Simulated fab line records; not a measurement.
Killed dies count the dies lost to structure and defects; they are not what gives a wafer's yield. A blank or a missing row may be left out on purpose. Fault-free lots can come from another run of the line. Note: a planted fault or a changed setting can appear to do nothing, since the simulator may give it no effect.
fab line records	flow n5_finfet
[record] lots = 7	wafers = 21
route steps=1938 shown BEOL_M9@1446 BEOL_M10@1494 BEOL_M11@1546
start_h: start of the lot's first displayed wafer, in hours after the record's first day	wait_h: hours from the lot's prior step to this one	" same as the row above	L1.1+2: one row covering several wafers at once	- no value present, or no start provided	* or withheld: withheld	< > ~ a bound
route shown NAME@n: a module of which the file shows steps, and the number in the route of the first	usual: average and standard deviation across the fault-free wafers	same: alike in all rows	chamber/n: place in a boat	sites: readings site by site	_std_site: standard deviation across them	_edge_site: inner sites' mean taken away from outer sites' mean	radius_mm: for every site, how far away it sits from the centre of the wafer	mask NAME#n: copy n	behind: the last tool/chamber to shape the wafer	hold: reason for holding the lot/hours on hold/outcome of the hold	device: which transistor (n, p or np) failed to switch	end of line: tests of these same wafers at the route's end	for a step that has no rows: nothing shown but its recipe	killed: the dies lost at the first sort to structure and to defects; this is not the yield of the wafer	map: per-die view of a wafer (x killed, . not killed, _ where there is no die)
set.NAME: the run value of the setting; set.NAME@STEP: its run value at that earlier step	model.NAME: the simulator's own value behind a step, which no gauge read
lots with deliberately changed settings; one table per step, one row per wafer
[[steps]]
[step N5_BEOL_M9_TRENCH_ETCH_37]
[recipe] chemistry = C4F6/O2	target_depth_a = 1514.3	target = SiCOH_lowk	time_s = 49	ion_energy_ev = 250	pressure_mtorr = 30	source_w = 345	bias_w = 185	Ar_flow_sccm = 300	C4F6_flow_sccm = 10	O2_flow_sccm = 10
lot.wafer	tool	chamber	start_h	wait_h	set.time_s	model.etch.depth_nm	model.BEOL_M9.feature_depth_nm
L080.1	rie_diel-05	3	-	-	49	150.7	150.6
L080.2	"	0	"	"	49	154.2	154.2
L080.5	"	2	"	"	49	152.5	152.6
L081.3	rie_diel-05	3	-	-	49	150.6	150.6
L081.4	"	1	"	"	49	147.9	147.8
L081.6	"	2	"	"	49	151.1	151.2
L084.1	rie_diel-01	0	-	-	54.31	165.7	165.8
L084.4	"	3	"	"	49	156.4	156.4
L084.5	"	3	"	"	54.31	173.4	173.4
L088.1	rie_diel-01	3	-	-	49	158.7	158.6
L088.2	"	0	"	"	49	152.1	152
L088.3	"	2	"	"	49	151.7	151.8
L091.1	rie_diel-05	3	-	-	49	149.3	149.2
L091.5	"	2	"	"	49	151	151
L091.6	"	3	"	"	49	148.9	148.8
L093.1	rie_diel-05	1	-	-	53.75	161.8	161.8
L093.2	"	0	"	"	53.75	167.7	167.6
L093.5	"	2	"	"	53.75	168	168
L095.3	rie_diel-05	1	-	-	49	147.5	147.4
L095.4	"	1	"	"	49	147.4	147.4
L095.6	"	3	"	"	38.65	118	118
[step N5_BEOL_M9_ETCH_41]
[recipe] chemistry = CH3F/O2	target = SiCN	target_depth_a = 366	taper_deg = 2	time_s = 70.1	ion_energy_ev = 120	mask_material = TiN	pressure_mtorr = 30	source_w = 395	bias_w = 75	Ar_flow_sccm = 150	CH3F_flow_sccm = 30	O2_flow_sccm = 20
[step N5_BEOL_M9_STRIP_80]
[recipe] chemistry = N2/H2	time_s = 10	power_w = 450	temp_c = 40	pressure_mtorr = 20	rf_frequency_hz = 6e+07	bias_power_w = 7	n2_flow_sccm = 200	h2_flow_sccm = 200
[step N5_BEOL_M9_OCD_MEAS_38]
[usual] trench_depth_nm = 151.6/3
lot.wafer	tool	chamber	start_h	wait_h	set.time_s@BEOL_M9_TRENCH_ETCH_37	trench_depth_nm
L080.1	ocd-01	-	246.73	-	49	150.5
L080.2	"	-	"	"	49	154.3
L080.5	"	-	"	"	49	152.9
L081.3	ocd-01	-	255.31	-	49	150.2
L081.4	"	-	"	"	49	148.2
L081.6	"	-	"	"	49	151.0
L084.1	ocd-01	-	279.84	-	54.31	165.9
L084.4	"	-	"	"	49	156.5
L084.5	"	-	"	"	54.31	173.6
L088.1	ocd-02	-	292.08	-	49	158.8
L088.2	"	-	"	"	49	152.2
L088.3	"	-	"	"	49	151.7
L091.1	ocd-01	-	316.38	-	49	149.6
L091.5	"	-	"	"	49	150.9
L091.6	"	-	"	"	49	149.4
L093.1	ocd-02	-	324.79	-	53.75	161.9
L093.2	"	-	"	"	53.75	167.5
L093.5	"	-	"	"	53.75	168.3
L095.3	ocd-01	-	344.99	-	49	147.7
L095.4	"	-	"	"	49	147.5
L095.6	"	-	"	"	38.65	117.9
[step N5_BEOL_M9_HM_STRIP_39]
[recipe] chemistry = peroxide_tin_strip	material = TiN	target_depth_a = 250	temp_c = 50	time_s = 158
[step N5_BEOL_M9_SRD_40]
[recipe] time_s = 30	temp_c = 23	rinse_liquid = diw	dry = ipa_marangoni
[step N5_BEOL_M9_ECD_50]
[recipe] material = Cu	target_thk_a = 3180
[step N5_BEOL_M9_ANNEAL_51]
[recipe] temp_c = 225	time_s = 90	ambient = N2
[step N5_BEOL_M9_CMP_52]
[recipe] stop_on = SiCOH_lowk	t_overpolish_s = 7	down_force_psi = 1	platen_rpm = 50	clearing_platen_down_force_psi = 1.5	clearing_platen_rpm = 50	post_cmp_clean = cu_alkaline	target_thk_nm = 140	clearing_platen_pad_velocity_m_s = 0.99484	pad_velocity_m_s = 0.99484
lot.wafer	tool	chamber	start_h	wait_h	set.time_s@BEOL_M9_TRENCH_ETCH_37	model.Cu_of_BEOL_M9_ECD_50.thk_nm
L080.1	cmp-03	3	250.48	0.3	49	138.8
L080.2	"	0	"	"	49	141
L080.5	"	1	"	"	49	138.6
L081.3	cmp-02	2	257.30	0.2	49	138.8
L081.4	"	3	"	"	49	137
L081.6	"	0	"	"	49	140.6
L084.4	cmp-02	0	281.77	0.2	49	146.8
L084.1	"	1	"	"	54.31	153.8
L084.5	"	3	"	"	54.31	163.2
L088.3	cmp-01	2	294.42	0.2	49	140.6
L088.1	"	3	"	"	49	147.6
L088.2	"	1	"	"	49	142
L091.1	cmp-01	2	319.05	0.3	49	137.8
L091.5	"	2	"	"	49	139.4
L091.6	"	3	"	"	49	136.2
L093.2	cmp-03	3	326.81	0.2	53.75	158.6
L093.1	"	1	"	"	53.75	150.4
L093.5	"	3	"	"	53.75	159.4
L095.3	cmp-03	3	347.53	0.2	49	137.4
L095.4	"	0	"	"	49	137
L095.6	"	0	"	"	38.65	108.2
[step N5_BEOL_M9_THK_MEAS_53]
[recipe] thk_meas_gauge = xrf	reads = Cu_of_BEOL_M9_ECD_50
[usual] M9_THK = 145/3.3
lot.wafer	tool	chamber	start_h	wait_h	set.time_s@BEOL_M9_TRENCH_ETCH_37	M9_THK[nm]
L080.1	film_metro-01	-	250.70	-	49	143
L080.2	"	-	"	"	49	146
L080.5	"	-	"	"	49	144
L081.3	film_metro-01	-	257.52	-	49	142
L081.4	"	-	"	"	49	140
L081.6	"	-	"	"	49	144
L084.1	film_metro-01	-	281.99	-	54.31	161
L084.4	"	-	"	"	49	152
L084.5	"	-	"	"	54.31	170
L088.1	film_metro-02	-	294.72	-	49	152
L088.2	"	-	"	"	49	145
L088.3	"	-	"	"	49	144
L091.1	film_metro-01	-	319.34	-	49	144
L091.5	"	-	"	"	49	145
L091.6	"	-	"	"	49	142
L093.1	film_metro-02	-	327.11	-	53.75	154
L093.2	"	-	"	"	53.75	163
L093.5	"	-	"	"	53.75	164
L095.3	film_metro-02	-	347.83	-	49	142
L095.4	"	-	"	"	49	141
L095.6	"	-	"	"	38.65	111
[step N5_BEOL_M9_PRE_CLEAN_55]
[recipe] gas = NH3	time_s = 15	temp_c = withheld	rf_power_w = 300
[step N5_BEOL_M9_DEP_56]
[recipe] material = SiCN	target_thk_a = 150	temp_c = withheld	precursor = 3MS/NH3	pressure_torr = 3	rf_w = 202	time_s = 26.5
[step N5_BEOL_M9_RS_MEAS_57]
[recipe] thk_meas_gauge = four-point-probe	reads = Cu_of_BEOL_M9_ECD_50+Co_of_BEOL_M9_CVD_78+TaN_of_BEOL_M9_ALD_74
[usual] M9_RS = 0.151/0.0037
lot.wafer	tool	chamber	start_h	wait_h	set.time_s@BEOL_M9_TRENCH_ETCH_37	M9_RS[ohm/sq]
L080.1	film_metro-01	-	250.84	0.1	49	0.153
L080.2	"	-	"	"	49	0.150
L080.5	"	-	"	"	49	0.153
L081.3	film_metro-01	-	257.66	0.1	49	0.152
L081.4	"	-	"	"	49	0.155
L081.6	"	-	"	"	49	0.150
L084.1	film_metro-02	-	282.12	0.1	54.31	0.136
L084.4	"	-	"	"	49	0.143
L084.5	"	-	"	"	54.31	0.128
L088.1	film_metro-02	-	294.85	0.1	49	0.142
L088.2	"	-	"	"	49	0.148
L088.3	"	-	"	"	49	0.150
L091.1	film_metro-02	-	319.48	0.1	49	0.154
L091.5	"	-	"	"	49	0.152
L091.6	"	-	"	"	49	0.156
L093.1	film_metro-02	-	327.25	0.1	53.75	0.139
L093.2	"	-	"	"	53.75	0.132
L093.5	"	-	"	"	53.75	0.131
L095.3	film_metro-01	-	347.97	0.1	49	0.154
L095.4	"	-	"	"	49	0.154
L095.6	"	-	"	"	38.65	0.202
[step N5_BEOL_M10_COAT_63]
[recipe] resist = SOC	temp_c = 250	time_s = 60	spin_rpm = 1500	resist_thk_nm = 100
lot.wafer	tool	chamber	start_h	wait_h	set.spin_rpm	model.SOC_of_BEOL_M10_COAT_63.thk_nm
L080.1	litho_track-01	0	254.40	0.9	1500	99.8
L080.2	"	0	"	"	1500	99.4
L080.5	"	0	"	"	1500	99.6
L081.3	litho_track-04	0	260.34	0.1	1557	97.8
L081.4	"	0	"	"	1500	100
L081.6	"	0	"	"	1500	99.6
L084.1	litho_track-04	0	287.74	3.4	1500	100.6
L084.4+5	"	0	"	"	1500	100.4
L088.1	litho_track-04	0	298.69	1.1	1500	99.8
L088.2	"	0	"	"	1341	105.4
L088.3	"	0	"	"	1500	99.6
L091.1	litho_track-01	0	323.89	1.5	1500	99.8
L091.5	"	0	"	"	1500	100.2
L091.6	"	0	"	"	1500	100
L093.1+2	litho_track-04	0	331.19	1.5	1370	104.2
L093.5	"	0	"	"	1500	99.6
L095.3	litho_track-03	0	352.46	1.3	1571	97.4
L095.4	"	0	"	"	1571	97.6
L095.6	"	0	"	"	1571	97.2
[step N5_BEOL_M10_COAT_64]
[recipe] resist = SiARC	temp_c = 220	time_s = 60	spin_rpm = 1500	resist_thk_nm = 30
[step N5_BEOL_M10_COAT_22]
[recipe] resist = CAR-ArF	spin_rpm = 1500	resist_thk_nm = 90
[step N5_BEOL_M10_DESCUM_33]
[recipe] chemistry = O2	time_s = 7.9	source_power_w = 50	bias_power_w = 20	pressure_mtorr = 20	rf_frequency_hz = 2.712e+07	temp_c = 40	resist = CAR-ArF	o2_flow_sccm = 225
[step N5_BEOL_M10_ETCH_65]
[recipe] chemistry = CF4	target = SiARC	target_depth_a = 390	mask_material = CAR-ArF	time_s = 65	ion_energy_ev = 80	pressure_mtorr = 40	source_w = 545	bias_w = 36	Ar_flow_sccm = 100	cf4_flow_sccm = 100	ends = cleared
[step N5_BEOL_M10_ETCH_66]
[recipe] chemistry = N2/H2	target = SOC	target_depth_a = 1200	overetch_a = 240	mask_material = SiARC	temp_c = 40	time_s = 180	ion_energy_ev = 200	pressure_mtorr = 30	source_w = 840	bias_w = 150	n2_flow_sccm = 200	h2_flow_sccm = 200
lot.wafer	tool	chamber	start_h	wait_h	set.spin_rpm@BEOL_M10_COAT_63	model.etch.depth_nm
L080.1	rie_diel-02	1	254.95	0.0	1500	99.76
L080.2	"	3	"	"	1500	99.49
L080.5	"	1	"	"	1500	99.64
L081.3	rie_diel-02	2	261.09	0.0	1557	97.85
L081.4	"	1	"	"	1500	100.1
L081.6	"	3	"	"	1500	99.69
L084.1	rie_diel-06	0	288.45	0.0	1500	100.5
L084.4+5	"	1	"	"	1500	100.4
L088.1	rie_diel-02	2	299.70	0.0	1500	99.76
L088.2	"	3	"	"	1341	105.5
L088.3	"	0	"	"	1500	99.55
L091.1	rie_diel-06	1	324.39	0.0	1500	99.82
L091.5	"	2	"	"	1500	100.3
L091.6	"	1	"	"	1500	99.9
L093.1	rie_diel-06	2	331.61	0.0	1370	104.1
L093.2	"	3	"	"	1370	104.2
L093.5	"	1	"	"	1500	99.57
L095.3	rie_diel-03	1	353.83	0.0	1571	97.36
L095.4	"	0	"	"	1571	97.6
L095.6	"	2	"	"	1571	97.25
[step N5_BEOL_M10_STRIP_69]
[recipe] chemistry = N2/H2	temp_c = 40	n2_flow_sccm = 200	h2_flow_sccm = 200	rf_frequency_hz = 6e+07
[step N5_BEOL_M10_VIA_ETCH_34]
[recipe] chemistry = C4F6/O2	target = SiCOH_lowk	target_depth_a = 1845	mask_material = SOC	taper_deg = 4	time_s = 69.2	ion_energy_ev = 250	pressure_mtorr = 30	source_w = 345	bias_w = 185	Ar_flow_sccm = 300	C4F6_flow_sccm = 10	O2_flow_sccm = 10
lot.wafer	tool	chamber	start_h	wait_h	set.spin_rpm@BEOL_M10_COAT_63	model.SOC_of_BEOL_M10_COAT_63.thk_nm
L080.1+5	rie_diel-02	1	255.07	0.0	1500	91.6
L080.2	"	3	"	"	1500	91.4
L081.3	rie_diel-02	2	261.21	0.0	1557	89.4
L081.4	"	1	"	"	1500	92
L081.6	"	3	"	"	1500	91.4
L084.1	rie_diel-06	0	288.57	0.0	1500	92.4
L084.4+5	"	1	"	"	1500	92.2
L088.1+3	rie_diel-02	2,0	299.83	0.0	1500	91.4
L088.2	"	3	"	"	1341	97.2
L091.1	rie_diel-06	1	324.51	0.0	1500	91.6
L091.5	"	2	"	"	1500	92
L091.6	"	1	"	"	1500	91.8
L093.1	rie_diel-06	2	331.74	0.0	1370	95.8
L093.2	"	3	"	"	1370	96
L093.5	"	1	"	"	1500	91.4
L095.3	rie_diel-03	1	353.96	0.0	1571	89
L095.4	"	0	"	"	1571	90
L095.6	"	2	"	"	1571	89.2
[step N5_BEOL_M11_EXPOSE_08]
[recipe] mask_id = M11	na = 1.35	source_shape = dipole	sigma_inner = 0.411	sigma_outer = 0.611	polarization = te	dose_mj = 53.75
lot.wafer	tool	chamber	start_h	wait_h	mask	set.dose_mj
L080.1+2+5	arfi_scanner-01	0	259.48	-	M11#0	53.75
L081.3+4+6	arfi_scanner-03	0	266.67	-	M11#0	55.24
L084.1+5	arfi_scanner-01	0	293.47	-	M11#0	53.75
L084.4	"	0	"	"	M11#0	54.86
L088.1+2+3	arfi_scanner-01	0	304.86	-	M11#0	53.75
L091.1+5	arfi_scanner-03	0	329.15	-	M11#0	53.75
L091.6	"	0	"	"	M11#0	51.06
L093.1+2+5	arfi_scanner-01	0	336.91	-	M11#0	53.75
L095.3+4	arfi_scanner-01	0	360.68	-	M11#0	53.75
L095.6	"	0	"	"	M11#0	57.55
[step N5_BEOL_M11_PEB_09]
[recipe] peb_temp_c = withheld	peb_time_s = 60	resist = CAR-ArF
[step N5_BEOL_M11_DEVELOP_10]
[recipe] develop_time_s = 30	developer = TMAH	resist = CAR-ArF	rinse_liquid = diw	dry = air_spin	dev_temp_c = 23
[step N5_BEOL_M11_CD_MEAS_11]
[recipe] target_cd_nm = 64.1	landing_energy_ev = 500	detector = se_inlens	polarity = opening
[usual] cd_nm = 64.4/0.55
lot.wafer	tool	chamber	start_h	wait_h	set.dose_mj@BEOL_M11_EXPOSE_08	cd_nm
L080.1	cd_sem-01	0	259.60	-	53.75	64.6
L080.2	"	0	"	"	53.75	64.9
L080.5	"	0	"	"	53.75	64.3
L081.3	cd_sem-01	0	266.79	-	55.24	66.0
L081.4	"	0	"	"	55.24	66.8
L081.6	"	0	"	"	55.24	66.5
L084.1	cd_sem-03	0	293.60	-	53.75	64.3
L084.4	"	0	"	"	54.86	65.2
L084.5	"	0	"	"	53.75	63.5
L088.1	cd_sem-03	0	304.98	-	53.75	64.5
L088.2	"	0	"	"	53.75	64.4
L088.3	"	0	"	"	53.75	64.4
L091.1	cd_sem-01	0	329.28	-	53.75	64.1
L091.5	"	0	"	"	53.75	64.1
L091.6	"	0	"	"	51.06	61.4
L093.1	cd_sem-01	0	337.04	-	53.75	65.3
L093.2	"	0	"	"	53.75	65.0
L093.5	"	0	"	"	53.75	64.5
L095.3	cd_sem-03	0	360.80	-	53.75	63.5
L095.4	"	0	"	"	53.75	63.5
L095.6	"	0	"	"	57.55	67.9
[step N5_BEOL_M11_DESCUM_16]
[recipe] chemistry = O2	time_s = 7.9	source_power_w = 50	bias_power_w = 20	pressure_mtorr = 20	rf_frequency_hz = 2.712e+07	temp_c = 40	resist = CAR-ArF	o2_flow_sccm = 225
lot.wafer	tool	chamber	start_h	wait_h	set.time_s	model.CAR-ArF_of_BEOL_M11_COAT_05.thk_nm
L080.1+2+5	rie_diel-04	1,3,3	259.78	0.1	7.9	83.4
L081.3	rie_diel-01	1	266.87	0.0	6.797	84.4
L081.4	"	3	"	"	6.797	84.6
L081.6	"	0	"	"	7.9	83.8
L084.1+5	rie_diel-05	2	293.68	0.0	7.9	83.6
L084.4	"	1	"	"	6.529	84.6
L088.1+2	rie_diel-05	3,1	305.29	0.3	7.9	83.2
L088.3	"	1	"	"	6.667	84.2
L091.1	rie_diel-04	3	329.37	0.0	7.9	83.6
L091.5	"	2	"	"	7.9	83.4
L091.6	"	3	"	"	7.9	83.8
L093.1	rie_diel-05	2	337.12	0.0	7.9	83.6
L093.2+5	"	3	"	"	7.9	83.8
L095.3	rie_diel-04	3	360.94	0.1	7.9	83.6
L095.4	"	1	"	"	9.052	82.6
L095.6	"	2	"	"	7.9	83.4
[step N5_BEOL_M11_ETCH_61]
[recipe] chemistry = CF4	target = SiARC	target_depth_a = 390	mask_material = CAR-ArF	time_s = 65	ion_energy_ev = 80	pressure_mtorr = 40	source_w = 545	bias_w = 36	Ar_flow_sccm = 100	cf4_flow_sccm = 100	ends = cleared
lot.wafer	tool	chamber	start_h	wait_h	set.dose_mj@BEOL_M11_EXPOSE_08	set.time_s@BEOL_M11_DESCUM_16	model.BEOL_M11.cd_offset_nm	model.CAR-ArF_of_BEOL_M11_COAT_05.thk_nm
L080.1	rie_diel-04	1	259.82	0.0	53.75	7.9	0.2	55.4
L080.2	"	3	"	"	53.75	7.9	0.6	55.4
L080.5	"	3	"	"	53.75	7.9	-0.2	55.6
L081.3	rie_diel-01	1	266.91	0.0	55.24	6.797	1.8	56.4
L081.4	"	3	"	"	55.24	6.797	2.2	56.6
L081.6	"	0	"	"	55.24	7.9	2.2	55.8
L084.1	rie_diel-05	2	293.72	0.0	53.75	7.9	0.4	55.6
L084.4	"	1	"	"	54.86	6.529	0.8	56.8
L084.5	"	2	"	"	53.75	7.9	-0.4	55.6
L088.1	rie_diel-05	3	305.34	0.0	53.75	7.9	0	55.2
L088.2	"	1	"	"	53.75	7.9	0.4	55.4
L088.3	"	1	"	"	53.75	6.667	0	56.4
L091.1	rie_diel-04	3	329.40	0.0	53.75	7.9	0	55.6
L091.5	"	2	"	"	53.75	7.9	0	55.4
L091.6	"	3	"	"	51.06	7.9	-2.8	55.6
L093.1	rie_diel-05	2	337.16	0.0	53.75	7.9	1.2	55.6
L093.2	"	3	"	"	53.75	7.9	0.6	55.8
L093.5	"	3	"	"	53.75	7.9	0.2	55.8
L095.3	rie_diel-04	3	360.98	0.0	53.75	7.9	-0.8	55.4
L095.4	"	1	"	"	53.75	9.052	-0.8	54.6
L095.6	"	2	"	"	57.55	7.9	3.6	55.4
[step N5_BEOL_M11_ETCH_62]
[recipe] chemistry = N2/H2	target = SOC	target_depth_a = 1100	overetch_a = 220	mask_material = SiARC	temp_c = 40	time_s = 165	ion_energy_ev = 200	pressure_mtorr = 30	source_w = 840	bias_w = 150	n2_flow_sccm = 200	h2_flow_sccm = 200
[step N5_BEOL_M11_STRIP_68]
[recipe] chemistry = N2/H2	temp_c = 40	n2_flow_sccm = 200	h2_flow_sccm = 200	rf_frequency_hz = 6e+07
[step N5_BEOL_M11_HM_OPEN_17]
[recipe] chemistry = Cl2/BCl3	target_depth_a = 200	overetch_a = 60	target = TiN	mask_material = SOC	ion_energy_ev = 150	pressure_mtorr = 10	icp_w = 1000	bias_w = 126	Cl2_flow_sccm = 53.25	bcl3_flow_sccm = 21.75	Ar_flow_sccm = 25
[step N5_BEOL_M11_STRIP_19]
[recipe] chemistry = O2	power_w = 400	temp_c = 40	pressure_mtorr = 30	rf_frequency_hz = 6e+07	bias_power_w = 0	overash_fraction = 0.2	o2_flow_sccm = 225
[step N5_BEOL_M11_CD_MEAS_18]
[recipe] pitch_nm = 140	target_cd_nm = 70
[usual] cd_nm = 70.2/0.62
lot.wafer	tool	chamber	start_h	wait_h	set.dose_mj@BEOL_M11_EXPOSE_08	cd_nm
L080.1	cd_sem-02	-	260.24	0.0	53.75	70.2
L080.2	"	-	"	"	53.75	70.9
L080.5	"	-	"	"	53.75	70.5
L081.3	cd_sem-03	-	267.33	0.1	55.24	72.5
L081.4	"	-	"	"	55.24	72.5
L081.6	"	-	"	"	55.24	72.8
L084.1	cd_sem-03	-	294.14	0.0	53.75	70.2
L084.4	"	-	"	"	54.86	70.7
L084.5	"	-	"	"	53.75	69.8
L088.1	cd_sem-01	-	306.02	0.1	53.75	70.0
L088.2	"	-	"	"	53.75	70.6
L088.3	"	-	"	"	53.75	70.0
L091.1	cd_sem-01	-	329.87	0.0	53.75	69.7
L091.5	"	-	"	"	53.75	68.8
L091.6	"	-	"	"	51.06	67.8
L093.1	cd_sem-02	-	337.58	0.0	53.75	70.8
L093.2	"	-	"	"	53.75	70.1
L093.5	"	-	"	"	53.75	70.8
L095.3	cd_sem-02	-	361.40	0.1	53.75	69.3
L095.4	"	-	"	"	53.75	69.6
L095.6	"	-	"	"	57.55	73.4
[step N5_BEOL_M11_COAT_63]
[recipe] resist = SOC	temp_c = 250	time_s = 60	spin_rpm = 1500	resist_thk_nm = 100
[step N5_BEOL_M11_COAT_64]
[recipe] resist = SiARC	temp_c = 220	time_s = 60	spin_rpm = 1500	resist_thk_nm = 30
[step N5_BEOL_M11_PRECLEAN_42]
[recipe] chemistry = residue_remover	time_s = 60	temp_c = 40
[step N5_BEOL_M11_SRD_43]
[recipe] time_s = 30	temp_c = 23	rinse_liquid = diw	dry = ipa_marangoni
[step N5_BEOL_M11_CD_MEAS_35]
[recipe] target_cd_nm = 70	polarity = opening
[usual] cd_nm = 70.2/0.64
lot.wafer	tool	chamber	start_h	wait_h	set.dose_mj@BEOL_M11_EXPOSE_08	cd_nm
L080.1	cd_sem-02	-	261.40	0.0	53.75	69.7
L080.2	"	-	"	"	53.75	70.7
L080.5	"	-	"	"	53.75	69.8
L081.3	cd_sem-02	-	268.49	0.0	55.24	72.4
L081.4	"	-	"	"	55.24	72.6
L081.6	"	-	"	"	55.24	72.2
L084.1	cd_sem-02	-	295.33	0.0	53.75	70.4
L084.4	"	-	"	"	54.86	70.5
L084.5	"	-	"	"	53.75	69.5
L088.1	cd_sem-02	-	308.95	0.0	53.75	70.0
L088.2	"	-	"	"	53.75	70.0
L088.3	"	-	"	"	53.75	70.2
L091.1	cd_sem-03	-	332.30	0.0	53.75	70.0
L091.5	"	-	"	"	53.75	69.8
L091.6	"	-	"	"	51.06	67.5
L093.1	cd_sem-02	-	340.60	0.0	53.75	70.8
L093.2	"	-	"	"	53.75	70.5
L093.5	"	-	"	"	53.75	69.9
L095.3	cd_sem-02	-	363.44	0.0	53.75	69.6
L095.4	"	-	"	"	53.75	68.8
L095.6	"	-	"	"	57.55	73.6
[[key]]
[split] step = N5_BEOL_M9_TRENCH_ETCH_37	setting = time_s	stated = 49	by = wafer
[response] step = N5_BEOL_M9_TRENCH_ETCH_37	reading = model.etch.depth_nm	change = +1.36	per = 1%	r = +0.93
[response] step = N5_BEOL_M9_TRENCH_ETCH_37	reading = model.BEOL_M9.feature_depth_nm	change = +1.36	per = 1%	r = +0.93
[response] step = N5_BEOL_M9_OCD_MEAS_38	reading = trench_depth_nm	change = +1.37	per = 1%	r = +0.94
[response] step = N5_BEOL_M9_CMP_52	reading = model.Cu_of_BEOL_M9_ECD_50.thk_nm	change = +1.31	per = 1%	r = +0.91
[response] step = N5_BEOL_M9_THK_MEAS_53	reading = M9_THK	change = +1.38	per = 1%	r = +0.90
[response] step = N5_BEOL_M9_RS_MEAS_57	reading = M9_RS	change = -0.00201	per = 1%	r = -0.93
[split] step = N5_BEOL_M10_COAT_63	setting = spin_rpm	stated = 1500	by = wafer
[response] step = N5_BEOL_M10_COAT_63	reading = model.SOC_of_BEOL_M10_COAT_63.thk_nm	change = -0.534	per = 1%	r = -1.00
[response] step = N5_BEOL_M10_ETCH_66	reading = model.etch.depth_nm	change = -0.542	per = 1%	r = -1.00
[response] step = N5_BEOL_M10_VIA_ETCH_34	reading = model.SOC_of_BEOL_M10_COAT_63.thk_nm	change = -0.541	per = 1%	r = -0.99
[split] step = N5_BEOL_M11_EXPOSE_08	setting = dose_mj	stated = 53.75	by = wafer
[response] step = N5_BEOL_M11_CD_MEAS_11	reading = cd_nm	change = +0.594	per = 1%	r = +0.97
[response] step = N5_BEOL_M11_ETCH_61	reading = model.BEOL_M11.cd_offset_nm	change = +0.59	per = 1%	r = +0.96
[response] step = N5_BEOL_M11_CD_MEAS_18	reading = cd_nm	change = +0.47	per = 1%	r = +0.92
[response] step = N5_BEOL_M11_CD_MEAS_35	reading = cd_nm	change = +0.564	per = 1%	r = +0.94
[split] step = N5_BEOL_M11_DESCUM_16	setting = time_s	stated = 7.9	by = wafer
[response] step = N5_BEOL_M11_DESCUM_16	reading = model.CAR-ArF_of_BEOL_M11_COAT_05.thk_nm	change = -0.0587	per = 1%	r = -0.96
[response] step = N5_BEOL_M11_ETCH_61	reading = model.CAR-ArF_of_BEOL_M11_COAT_05.thk_nm	change = -0.0624	per = 1%	r = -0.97
